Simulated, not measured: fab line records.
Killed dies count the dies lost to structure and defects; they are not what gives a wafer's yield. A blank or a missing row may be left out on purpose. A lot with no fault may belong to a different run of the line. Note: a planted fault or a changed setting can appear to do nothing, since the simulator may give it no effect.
Code-filled problem report in 8D (eight disciplines) form || flow nandHarc || the parts of the form that need people (team, actions taken, sign-off) are left out

1. WHAT WENT WRONG
thkNm at NHARC_A_ONON_D1_THK_MEAS_30 reads a mean of 1492 nm on 6 wafers of 2 lots; wafers without a fault read 1001 nm with a standard deviation of 13. That puts it +38 standard deviations away from the usual mean.
The step: measures by ellipsometry.
First observed at day 14 21:49: wafer L690.2, on filmMetro-01. At this step, 39 wafers from 13 lots have a number in the record. By rule, "out" or "out of limits" means more than 4 standard deviations away from the usual mean. Any other wafer with a number is counted as sound.

2. WHAT IT IS; WHAT IT IS NOT
{"question": "which readings at this step", "is": "thkNm", "is not": "-"}
{"question": "which lots", "is": "L690, L693", "is not": "L675, L676, L679, L680, L681, L682, L683, L685, L692, L695, L697"}
{"question": "which wafers of those lots", "is": "all that have a number", "is not": "-"}
{"question": "read on which gauges", "is": "filmMetro-01, filmMetro-02", "is not": "-"}
{"question": "when", "is": "from day 14 21:49", "is not": "up to then (24 sound wafers); but 9 sound wafers of L692, L695, L697 came after"}

3. THE SUSPECTS, EACH WITH WHAT RULES IT OUT
Counting: any tool at a process step up to the reading is kept as a suspect provided that every lot that is out went through it and no sound lot did after the first of them.
- the gauge at NHARC_A_ONON_D1_THK_MEAS_30 is ruled out. 2 gauges (filmMetro-01, filmMetro-02) read the wafers that are out.
- pecvdOnon-02 at NHARC_A_ONON_D1_DEP_28 (target thk 1000 nm): kept. It processed each lot that is out, first L690 at day 14 21:22, and no sound lot thereafter; up to then, the last sound lot it processed was L685 at day 12 16:00.
Remaining after the count: pecvdOnon-02 at NHARC_A_ONON_D1_DEP_28.

4. THE CAUSE (what the simulator had put in)
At NHARC_A_ONON_D1_DEP_28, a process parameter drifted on pecvdOnon-02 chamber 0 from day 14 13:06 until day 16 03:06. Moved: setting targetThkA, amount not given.
Counting left only this tool.

5. THE EFFECT CHAIN, in route order
Rows list readings where the struck wafers' mean (over those with a number) sits beyond 3 standard deviations from the usual. Readings are gone through only where the record gives a usual standard deviation; hours: the median, over the lots, of the time from a lot's start at the first step in this table giving one to that lot's start at this step; sigmas: the change measured in usual standard deviations.
{"hours": 0, "step": "NHARC_A_ONON_D1_THK_MEAS_30", "reading": "thkNm", "usual": "1001 nm", "on struck wafers": 1492, "change": "+491", "sigmas": "+38"}
{"hours": 399, "step": "NHARC_END_SORT_01", "reading": "killedAtArray", "usual": 62, "on struck wafers": 667, "change": "+605", "sigmas": "+28"}
{"hours": 399, "step": "NHARC_END_SORT_01", "reading": "killedDies", "usual": 67, "on struck wafers": 677, "change": "+610", "sigmas": "+27"}

6. HOW IT WOULD HAVE BEEN CAUGHT EARLIER
Counted from the fault's start at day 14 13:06, it took 9 hours until the first out-of-limits reading at a measuring or inspecting step in this record, taken at day 14 21:49.
Of the tool readings at NHARC_A_ONON_D1_DEP_28 for which the record gives a usual standard deviation, none was out on any struck wafer, so an alarm limit of 4 standard deviations on them would not have fired.
Lots out: 2; of these, L693 started NHARC_A_ONON_D1_DEP_28 on pecvdOnon-02 after day 14 21:49. Putting the tool on hold at that point would have spared it.
